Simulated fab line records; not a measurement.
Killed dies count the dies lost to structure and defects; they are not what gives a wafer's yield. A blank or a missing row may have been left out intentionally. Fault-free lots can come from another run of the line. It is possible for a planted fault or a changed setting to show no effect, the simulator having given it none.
Struck lot and sound lot, side by side -- flow n5_finfet -- 11 out of 1938 route steps
Sound: the wafers L547.1, L547.2, L547.6. Struck: wafers L554.1, L554.5, L554.6. The cause is given at the end.
At each step with rows: each side's tool, then ch and its chambers, then its first start. Under that, the readings that differ: sound wafers -- struck wafers -- difference of the means -- sigmas: that difference in standard deviations of wafers without a fault.
alike: a reading whose means differ by less than 2 such deviations, as well as words and numbers matching on both sides. not compared: withheld readings; readings where some wafer has no value; bounds like >300 that might hide an equal value; numbers whose values overlap and for which the record gives no deviation.
The two part at a step that has a row with sigmas, a row that says differs or no value, or rows on one side only. Non-overlapping numbers with no deviation appear without sigmas and do not part them. Lack of a reading on every wafer of one side parts them only where that side has two or more wafers.

N5_START_INSPECT_01: inspects for defects (unpatterned scan).
  struck on defect_inspect-02, day 3 06:02; sound on defect_inspect-01, day 1 12:02
  alike: raw_defect_count
then, 2 steps without rows for these wafers: N5_ZERO_LAYER_PRECLEAN_00 (cleans in SPM, time 600 s); N5_ZERO_LAYER_SRD_01 (time 30 s, dry time 30 s).
N5_ZERO_LAYER_PECVD_02: deposits SiO2 from SiH4/N2O, target thk 10 nm, time 6 s.
  sound on pecvd-03 ch 0,1,2, day 1 12:17; struck on pecvd-02 ch 0,1, day 3 06:17
  alike: heater_power_w, showerhead_plenum_p_Torr
then, 4 steps without rows for these wafers: N5_ZERO_LAYER_HMDS_04 (time 60 s); N5_ZERO_LAYER_COAT_05 (resist thk 1000 nm); N5_ZERO_LAYER_EBR_07; N5_ZERO_LAYER_SOFTBAKE_06 (time 90 s).
N5_ZERO_LAYER_EXPOSE_08: exposes mask ZERO, defocus 0 nm, target cd 2000 nm.
  sound on krf_scanner-02 ch 0, day 1 12:37; struck on krf_scanner-02 ch 0, day 3 06:28
reading,sound,struck,difference,sigmas
exposure_dose_mJ_cm2,16.192 16.195 16.206,15.714 15.739 15.703,-0.479,-28
  alike: mask
after that, 1 step had no rows for these wafers: N5_ZERO_LAYER_PEB_09.
-- here the record skips 10 days between the struck wafers' starts before and after, leaving off in module ZERO_LAYER and picking up in module PASSIVATION (first step shown: number 1936 of the route) --
N5_PASSIVATION_PROBE_49:
  record: rows for the struck wafers here (prober-01, day 13 17:48), none for the sound ones

== WHERE THEY PART ==
First at N5_ZERO_LAYER_EXPOSE_08; last, within this record, at N5_PASSIVATION_PROBE_49.

WHY: what the simulator had put in
Drift in process parameters on krf_scanner-02 at N5_ZERO_LAYER_EXPOSE_08, starting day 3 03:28. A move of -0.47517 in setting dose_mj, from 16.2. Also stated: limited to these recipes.
